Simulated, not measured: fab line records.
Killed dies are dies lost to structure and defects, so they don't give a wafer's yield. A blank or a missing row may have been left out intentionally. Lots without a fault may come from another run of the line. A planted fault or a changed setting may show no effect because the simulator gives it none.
A struck lot beside a sound one || flow n5Finfet || 36 steps out of a route of 1938
Sound: the wafers L796.1, L796.4, L796.6. Struck: wafer L816.6 (left out: L816.2, L816.5 of the same lot, which were not struck); the cause appears at the end.
Order at every step that has rows: each side's tool, ch and its chambers, its first start. Under that, the readings that differ: sound wafers || struck wafers || difference of the means || sigmas: that difference in standard deviations of wafers without a fault.
alike: readings with means less than 2 such deviations apart, plus words and numbers identical on both sides. not compared: withheld readings, readings lacking a value on some wafer, bounds such as >300 that could conceal the same value, and numbers that have no deviation in the record and whose values overlap.
Wherever a step has rows on one side only, a row that says differs or no value, or a row with sigmas, the two part there. Non-overlapping numbers with no deviation appear without sigmas and do not part them. A reading that every wafer of one side lacks parts them only if that side has two wafers or more.

first, 9 steps without rows for these wafers: N5_MOL_CONTACT_COAG_DESCUM_13 (chemistry O2, time 7 s); N5_MOL_CONTACT_COAG_ETCH_59 (etches underlayer in N2/H2, target depth 13 nm, time 10.4 s); N5_MOL_CONTACT_COAG_ETCH_105 (etches SiARC in CF4, target depth 15.6 nm, time 26 s); N5_MOL_CONTACT_COAG_ETCH_106 (etches SOC in N2/H2, target depth 80 nm, overetch 16 nm, time 120 s); N5_MOL_CONTACT_COAG_STRIP_107 (strips in N2/H2); N5_MOL_CONTACT_COAG_STRIP_108 (strips in N2/H2); N5_MOL_CONTACT_COAG_CONTACT_ETCH_14 (etches SiO2 in C4F6/O2, target depth 27.5 nm, overetch 8.5 nm, time 20 s); N5_MOL_CONTACT_COAG_STRIP_109 (strips in C4F6/O2); N5_MOL_CONTACT_COAG_ETCH_15 (etches SiNx in CH3F/O2, stops on Si:P, target depth 7 nm).
N5_MOL_CONTACT_COAG_ETCH_110: etches Si in CF4/O2, target depth 2.5 nm, time 8 s.
  sound on rieDiel-06 ch 0,1,2, day 9 15:38; struck on rieDiel-06 ch 0, day 10 12:08
  alike: drypumpMotorCurrentA, oesProductAu, rfVppV, showerheadPlenumPTorr, throttleValvePct
  not compared: rfHoursCounterH
then, 25 steps without rows for these wafers: N5_MOL_CONTACT_COAG_STRIP_98 (strips in N2/H2); N5_MOL_CONTACT_COAG_IMPLANT_129; N5_MOL_CONTACT_COAG_PRECLEAN_111 (cleans in NF3:NH3, afs cycles 1, time 20 s, sublimation time 60 s); N5_MOL_CONTACT_COAG_TI_SIL_19 (material Ti, target thk 4.2 nm, time 15 s); N5_MOL_CONTACT_COAG_ALD_20 (deposits TiN, target thk 1.5 nm, pulse time 1 s, purge time 3 s); N5_MOL_CONTACT_COAG_SIL_ANNEAL_21 (time 60 s); N5_MOL_CONTACT_COAG_PRE_CLEAN_141 (time 60 s); N5_MOL_CONTACT_COAG_SPUTTER_143 (material Co, target thk 2.5 nm); N5_MOL_CONTACT_COAG_CO_FILL_22 (material Co, precursor CCTBA/H2, target thk 20 nm); N5_MOL_CONTACT_COAG_ANNEAL_113 (time 300 s); N5_MOL_CONTACT_COAG_PRE_CLEAN_142 (time 60 s); N5_MOL_CONTACT_COAG_SPUTTER_130 (material Co, target thk 47.5 nm); N5_MOL_CONTACT_COAG_PRECLEAN_125 (cleans in DIW, time 57.5 s); N5_MOL_CONTACT_COAG_SRD_126 (dry time 32 s); N5_MOL_CONTACT_COAG_CMP_23 (polishes, stops on SiO2, t overpolish 1.5 s, target thk 0 nm); N5_MOL_CONTACT_COAG_WET_ETCH_26 (target Co, target depth 13 nm); N5_MOL_CONTACT_COAG_WET_ETCH_116 (etches the open film in SC1-inhibited, target depth 4.6 nm, rinse time 30 s); N5_MOL_CONTACT_COAG_ALD_27 (deposits SiOC, target thk 17 nm, pulse time 1.5 s, time 2720 s); N5_MOL_CONTACT_COAG_CMP_28 (polishes, stops on SiNx, t overpolish 0.85 s, target thk 14.522 nm); N5_MOL_CONTACT_COAG_ALD_123 (deposits SiNx, target thk 5 nm, pulse time 1 s, purge time 2 s); N5_MOL_CONTACT_COAG_PECVD_31 (deposits SiO2 from TEOS/O2, target thk 46 nm, time 8.9 s); N5_MOL_CONTACT_COAG_COAT_75 (time 60 s, resist thk 60 nm); N5_MOL_CONTACT_COAG_COAT_76 (time 60 s, resist thk 10 nm); N5_MOL_CONTACT_COAG_COAT_77 (time 60 s, resist thk 10 nm); N5_MOL_CONTACT_COAG_COAT_78 (resist thk 40 nm).
-- record jumps: 9 days separate the struck wafers' starts on either side; left off in module MOL_CONTACT_COAG, taken up again in module PASSIVATION, whose first shown step is the route's number 1936 --
N5_PASSIVATION_PROBE_49:
  the record has rows for the struck wafers here (prober-01, day 19 18:13) and none for the sound ones

WHERE THEY PART
N5_PASSIVATION_PROBE_49 only, going by this record.

WHY: what had been put in by the simulator
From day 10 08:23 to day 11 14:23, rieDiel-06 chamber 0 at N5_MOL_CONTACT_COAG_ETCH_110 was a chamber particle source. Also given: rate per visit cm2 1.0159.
